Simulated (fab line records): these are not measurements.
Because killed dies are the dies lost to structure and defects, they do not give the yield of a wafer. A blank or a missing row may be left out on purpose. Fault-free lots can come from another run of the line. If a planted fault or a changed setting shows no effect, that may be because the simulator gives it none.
Split-lot experiment ; flow n5Finfet ; on a route of 1938 steps: 7 lots, 21 wafers read

ABOUT THE SPLIT
At N5_BEOL_M0_SAQP_PECVD_96 (deposits a-Si from SiH4/He, target thk 45 nm, time 45.2 s), the setting timeS was moved away from the recipe's 45.2 s on 6 of the 21 wafers read, by -5.2% to +12.3%. For the rest of the wafers, this setting stayed at what the recipe calls for.

FROM THE SPLIT TO THE READING: what the file shows between them, 4 steps
- N5_BEOL_M0_SAQP_PECVD_97: deposits SiNx from SiH4/NH3/N2, target thk 23 nm, time 19.9 s
- N5_BEOL_M0_SAQP_PECVD_04: deposits a-Si from SiH4/He, target thk 60 nm, time 60.2 s
- N5_BEOL_M0_SAQP_ETCH_101: etches SiNx in CH3F/O2, target depth 29.9 nm, time 42.7 s
- N5_BEOL_M0_SAQP_ETCH_102: etches SiO2 in CF4, target depth 4 nm, time 4.4 s

THE READING
etch.depthNm (the simulator's own value, which no gauge read), in nm, at N5_BEOL_M0_SAQP_MANDREL_ETCH_103 (etches a-Si in HBr/Cl2, stops on SiCN, target depth 45 nm, bt time 10 s, time 27 s). The file gives no usual value for it. Across the 15 wafers here that went through the recipe, the average is 44.71 nm and the standard deviation 0.6 nm.

wafer;tool, chamber at the split;timeS as run, s;against the recipe;etch.depthNm, nm;against lot-mates on the recipe
L079.1;pecvd-02, 0,1;45.2;recipe;44.02;-
L079.2;pecvd-02, 0,1;45.2;recipe;43.96;-
L079.6;pecvd-02, 2;47.76;+5.7%;47.25;+3.26
L084.1;pecvd-03, 1,2;45.2;recipe;45.25;-
L084.2;pecvd-03, 0;45.2;recipe;44.68;-
L084.5;pecvd-03, 1,2;45.2;recipe;45.23;-
L085.3;pecvd-01, 0;45.2;recipe;44.75;-
L085.4;pecvd-01, 0;45.2;recipe;45.49;-
L085.6;pecvd-01, 1;45.2;recipe;43.41;-
L086.1;pecvd-03, 1,0;45.2;recipe;44.63;-
L086.3;pecvd-03, 1,0;45.2;recipe;44.55;-
L086.6;pecvd-03, 1;45.2;recipe;45.35;-
L089.1;pecvd-03, 1;50.77;+12.3%;49.57;+4.55
L089.2;pecvd-03, 0;50.77;+12.3%;49.83;+4.81
L089.4;pecvd-03, 1;45.2;recipe;45.02;-
L090.1;pecvd-02, 0;45.2;recipe;43.99;-
L090.4;pecvd-02, 2;42.85;-5.2%;42.41;-1.58
L090.5;pecvd-02, 0;42.85;-5.2%;42.67;-1.32
L094.1;pecvd-02, 0;45.2;recipe;44.92;-
L094.3;pecvd-02, 1;45.2;recipe;45.34;-
L094.6;pecvd-02, 1;48.46;+7.2%;47.84;+2.71
Rows listing several chambers each stand for several wafers; the file does not say which wafer went through which chamber.

FIT RESULTS
A straight line over all 21 wafers: etch.depthNm changes by +0.413 nm for each +1% of timeS; r = +0.96; the points scatter about the line by 0.54 nm.
The same after taking each lot's own level away (the mean of its wafers on the recipe; 21 wafers): +0.375 nm for each +1%; r = +0.96; scatter 0.49 nm.
That fit puts the effect of the largest move of timeS on the reading at 4.6 nm.
Measured against the standard deviation above, the lots' own levels, which go from 43.990 to 45.130 nm, span 1.9 times it.
So the slope is not independent of the lot-to-lot level: the two fits are not the same.
Check: +4.82 nm against its lot-mates is what the line predicts for one of the wafers moved furthest among these (+12.3%) when that wafer is left out of the fit. It came out at +4.55 nm against them.

OTHER SPLITS APPLIED TO THESE WAFERS
These wafers also went through other splits before the reading. Each is held against what the fit with the lots' levels taken away leaves over:
other split on the same wafers;wafers away from the commonest value;r with etch.depthNm (lot level and that fit taken away)
N5_WELL_APT_COAT_02 spinRpm;2;+0.02
N5_DUMMY_GATE_CVD_03 tempC;12;+0.02
N5_DUMMY_GATE_COAT_35 spinRpm;7;-0.31
N5_SD_EPI_P_ETCH_16 targetDepthA;7;-0.05
N5_SDB_ALD_29 aldCycles;7;-0.06
N5_SDB_CMP_30 platenRpm;7;+0.02
N5_HKMG_FIN_COAT_06 spinRpm;6;+0.33
N5_HKMG_FIN_PEB_10 pebTimeS;4;-0.52
N5_HKMG_FIN_ETCH_86 targetDepthA;6;-0.28
N5_HKMG_FIN_ALD_71 tempC;10;-0.22
N5_MOL_CONTACT_COAG_ETCH_67 sourceW;7;+0.20
N5_MOL_CONTACT_COAG_CVD_140 targetThkA;6;+0.16

THE WHOLE CHAIN: every reading that the file lists as answering this split, in the file's order
step;what it does;reading;change (the file's fit);r (the file's)
N5_BEOL_M0_SAQP_PECVD_96;deposits a-Si from SiH4/He, target thk 45 nm, time 45.2 s;a-Si_of_BEOL_M0_SAQP_PECVD_96.thkNm (the simulator's own value, which no gauge read);+0.39 nm for each +1% of the setting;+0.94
N5_BEOL_M0_SAQP_MANDREL_ETCH_103;etches a-Si in HBr/Cl2, stops on SiCN, target depth 45 nm, bt time 10 s, time 27 s;etch.depthNm (the simulator's own value, which no gauge read);+0.392 nm for each +1% of the setting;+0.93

FILE'S OWN FIT
etch.depthNm changes by +0.392 nm for each +1% of timeS, r = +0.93.
